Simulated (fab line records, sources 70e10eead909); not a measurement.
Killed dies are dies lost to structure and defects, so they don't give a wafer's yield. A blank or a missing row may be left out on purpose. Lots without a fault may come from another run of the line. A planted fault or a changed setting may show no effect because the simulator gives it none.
A struck lot beside a sound one | flow nand_harc | 30 steps out of a route of 1302
Sound: wafers L239.1, L239.4, L239.5. Struck: wafers L242.1, L242.3, L242.4. The cause comes at the end.
At each step with rows: each side's tool, then ch and its chambers, then its first start. Under that, the readings that differ: sound wafers | struck wafers | difference of the means | sigmas: that difference in standard deviations of wafers without a fault.
alike: readings whose means differ by less than 2 such deviations, and words and numbers that are the same on both sides. not compared: withheld readings, readings that some wafer has no value for, bounds like >300 that may hide the same value, and numbers for which the record gives no deviation and whose values overlap.
The two part at a step that has a row with sigmas, a row that says differs or no value, or rows on one side only. Numbers that don't overlap but have no deviation are shown without sigmas and don't part them. A reading that every wafer of one side lacks parts them only if that side has two wafers or more.

NHARC_A_CHANNEL_HOLE_D2_CD_MEAS_10: target cd 100 nm.
  sound on cd_sem-01 ch 0, day 17 00:13; struck on cd_sem-01 ch 0, day 18 01:20
  alike: cd_nm
NHARC_A_CHANNEL_HOLE_D2_OVL_MEAS_11:
  sound on overlay-01, day 17 00:19; struck on overlay-02, day 18 01:26
  alike: overlay_x_nm, overlay_y_nm
NHARC_A_CHANNEL_HOLE_D2_INSPECT_12:
  sound on defect_inspect-02, day 17 00:21; struck on defect_inspect-01, day 18 01:28
  reading          | sound    | struck  | difference | sigmas
  raw_defect_count | 55 54 51 | 11 9 11 | -43        | -2
then, 4 steps without rows for these wafers: NHARC_A_CHANNEL_HOLE_D2_DESCUM_15 (chemistry O2, time 3 s); NHARC_A_CHANNEL_HOLE_D2_ETCH_38 (etches the open film in CF4, target depth 39 nm, time 65 s); NHARC_A_CHANNEL_HOLE_D2_ETCH_39 (etches the open film in N2/H2, target depth 260 nm, time 325 s); NHARC_A_CHANNEL_HOLE_D2_ETCH_34 (etches the open film in CF4/CHF3, target depth 154 nm, time 77 s).
NHARC_A_CHANNEL_HOLE_D2_ETCH_16: etches the open film in O2/COS, target depth 3100 nm, time 806 s.
  sound on rie_diel-02 ch 0,1,3; struck on rie_diel-12 ch 0,1,3
  alike: drypump_motor_current_A, oes_product_au, rf_vpp_V, showerhead_plenum_p_Torr, throttle_valve_pct
  not compared: rf_hours_counter_h
NHARC_A_CHANNEL_HOLE_D2_CD_MEAS_18:
  sound on cd_sem-03, day 17 01:32; struck on cd_sem-02, day 18 02:38
  alike: cd_nm
NHARC_A_CHANNEL_HOLE_D2_ETCH_19: etches the open film in C4F8/O2/Ar, time 34.5 s.
  sound on har_etch-01 ch 0,1, day 17 01:37; struck on har_etch-02 ch 0,1, day 18 02:44
  alike: c4f8_flow_sccm, drypump_motor_current_A, showerhead_plenum_p_Torr, throttle_valve_pct
  not compared: rf_hours_counter_h
then, 2 steps without rows for these wafers: NHARC_A_CHANNEL_HOLE_D2_ETCH_20 (etches the open film in C4F8/O2/Ar, time 361.9 s, target depth 1600 nm); NHARC_A_CHANNEL_HOLE_D2_ETCH_21 (etches the open film in C4F8/O2/Ar, time 514.3 s, target depth 1600 nm).
NHARC_A_CHANNEL_HOLE_D2_ETCH_22: etches the open film in C4F8/O2/Ar, time 666.7 s, target depth 1600 nm.
  sound on har_etch-01 ch 0,1, day 17 02:34; struck on har_etch-02 ch 0,1, day 18 03:41
  alike: c4f8_flow_sccm, drypump_motor_current_A, showerhead_plenum_p_Torr, throttle_valve_pct
  not compared: rf_hours_counter_h
NHARC_A_CHANNEL_HOLE_D2_ETCH_23: etches the open film in C4F8/O2/Ar, time 819 s, target depth 1600 nm.
  sound on har_etch-01 ch 0,1, day 17 03:08; struck on har_etch-02 ch 0,1, day 18 04:16
  reading                     | sound       | struck      | difference | sigmas
  drypump_motor_current_A (A) | 5.2 5.2 5.4 | 6.1 5.6 6.2 | +0.7       | +2
  alike: c4f8_flow_sccm, showerhead_plenum_p_Torr, throttle_valve_pct
  not compared: rf_hours_counter_h
NHARC_A_CHANNEL_HOLE_D2_ETCH_24: etches the open film in C4F8/O2/Ar, time 906.2 s, target depth 1500 nm.
  sound on har_etch-01 ch 0,1, day 17 03:51; struck on har_etch-02 ch 0,1, day 18 04:58
  reading                     | sound       | struck      | difference | sigmas
  drypump_motor_current_A (A) | 5.2 5.1 5.4 | 6.1 5.7 6.1 | +0.7       | +2
  alike: c4f8_flow_sccm, showerhead_plenum_p_Torr, throttle_valve_pct
  not compared: rf_hours_counter_h
NHARC_A_CHANNEL_HOLE_D2_ETCH_25: etches the open film in C4F8/O2/Ar, time 1040.2 s, target depth 1500 nm.
  sound on har_etch-01 ch 0,1, day 17 04:38; struck on har_etch-02 ch 0,1, day 18 05:45
  alike: c4f8_flow_sccm, drypump_motor_current_A, showerhead_plenum_p_Torr, throttle_valve_pct
  not compared: rf_hours_counter_h
then, 9 steps without rows for these wafers: NHARC_A_CHANNEL_HOLE_D2_ETCH_26 (etches the open film in C4F8/O2/Ar, time 224.1 s, target depth 300 nm); NHARC_A_CHANNEL_HOLE_D2_ETCH_27 (etches the open film in C4F8/O2/Ar, time 90 s, target depth 400 nm); NHARC_A_CHANNEL_HOLE_D2_STRIP_41 (strips in N2/H2); NHARC_A_CHANNEL_HOLE_D2_STRIP_42 (strips in CF4/CHF3); NHARC_A_CHANNEL_HOLE_D2_STRIP_43 (strips in O2/COS); NHARC_A_CHANNEL_HOLE_D2_ETCH_44 (etches the open film in CF4/O2, target depth 140 nm, overetch 14 nm, time 77 s); NHARC_A_CHANNEL_HOLE_D2_STRIP_28 (strips in O2); NHARC_A_CHANNEL_HOLE_D2_PRECLEAN_29 (cleans in SC1); NHARC_A_CHANNEL_HOLE_D2_SRD_30.
NHARC_A_CHANNEL_HOLE_D2_CD_MEAS_31:
  sound on cd_sem-03, day 17 07:05; struck on cd_sem-02, day 18 08:13
  alike: cd_nm
then, 1 step without rows for these wafers: NHARC_A_CHANNEL_HOLE_D2_XSEM_32.
NHARC_A_CHANNEL_HOLE_D2_INSPECT_40:
  sound on defect_inspect-01, day 17 07:16; struck on defect_inspect-02, day 18 08:24
  reading          | sound       | struck      | difference | sigmas
  raw_defect_count | 335 343 416 | 579 525 530 | +180       | +2
then, 1 step without rows for these wafers: NHARC_A_CHANNEL_FILL_D2_PRECLEAN_00 (cleans in SC1).
-- the record jumps here: 11 days lie between the struck wafers' starts before and after (it left off in module A_CHANNEL_FILL_D2 and takes up again in module END, whose first step shown is number 1302 of the route) --
NHARC_END_SORT_01:
  the record has rows for the struck wafers here (prober-01 ch 0, day 29 02:35) and none for the sound ones

WHERE THEY PART
First at NHARC_A_CHANNEL_HOLE_D2_INSPECT_12; last, within this record, at NHARC_END_SORT_01.

WHY: what the simulator had put in
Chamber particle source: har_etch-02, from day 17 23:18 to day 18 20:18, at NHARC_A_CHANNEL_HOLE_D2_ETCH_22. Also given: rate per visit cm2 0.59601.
